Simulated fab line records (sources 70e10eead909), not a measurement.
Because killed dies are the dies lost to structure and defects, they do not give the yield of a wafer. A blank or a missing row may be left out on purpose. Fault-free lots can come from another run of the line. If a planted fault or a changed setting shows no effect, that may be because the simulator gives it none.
Matching of chambers    flow nand_harc    NHARC_P_GATE_ETCH_32 on rie_si-03: 4 sister chambers
The step etches the open film in HBr/Cl2, target depth 150 nm, time 100.1 s. 8 wafers are shown with their chamber, then 8 later ones without.

== WAFERS, EACH WITH ITS CHAMBER ==
wafer   chamber  drypump_motor_current_A (A)  oes_product_au (a.u.)
L078.4  3        5.8                          1.004
L079.1  0        5.9                          1.002
L079.2  2        6.2                          0.989
L079.5  2        6.2                          0.983
L080.2  0        5.9                          1.011
L080.3  1        5.9                          0.986
L080.4  3        5.8                          0.998
L084.2  1        5.8                          0.993

== WAFERS MISSING THEIR CHAMBER ==
wafer   drypump_motor_current_A (A)  oes_product_au (a.u.)
L084.3  5.9                          1.010
L084.6  6.2                          0.980
L088.2  5.8                          0.987
L088.4  5.9                          1.007
L088.5  6.2                          0.979
L093.1  5.9                          1.017
L093.2  6.2                          0.995
L093.3  5.9                          1.014

== WHICH CHAMBER EACH ONE RAN IN ==
wafer    from the rows above       in truth
L084.3   0                         0
L084.6   2                         2
L088.2   can't be placed: 1 or 3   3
L088.4   0                         0
L088.5   2                         2
L093.1   0                         0
L093.2   2                         2
L093.3   0                         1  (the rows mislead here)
Correct placement for 6 of the 8. Unplaceable from these rows: 1, with the true chamber sitting among the candidates in 1. 1 placed wrongly.
How it was worked out, from the rows above alone: a wafer's distance from a chamber is the root of the sum, over the readings, of the square of ((its reading less the chamber's mean) divided by the reading's scatter). If the next closest chamber is less than 2 further off than the closest, the wafer can't be placed; otherwise it belongs to the closest. For every chamber, the mean is computed from those of its wafers that are shown. The scatter is the square root of a quotient: the sum, over the shown wafers, of each reading's squared deviation from its chamber's mean, divided by wafers minus chambers.
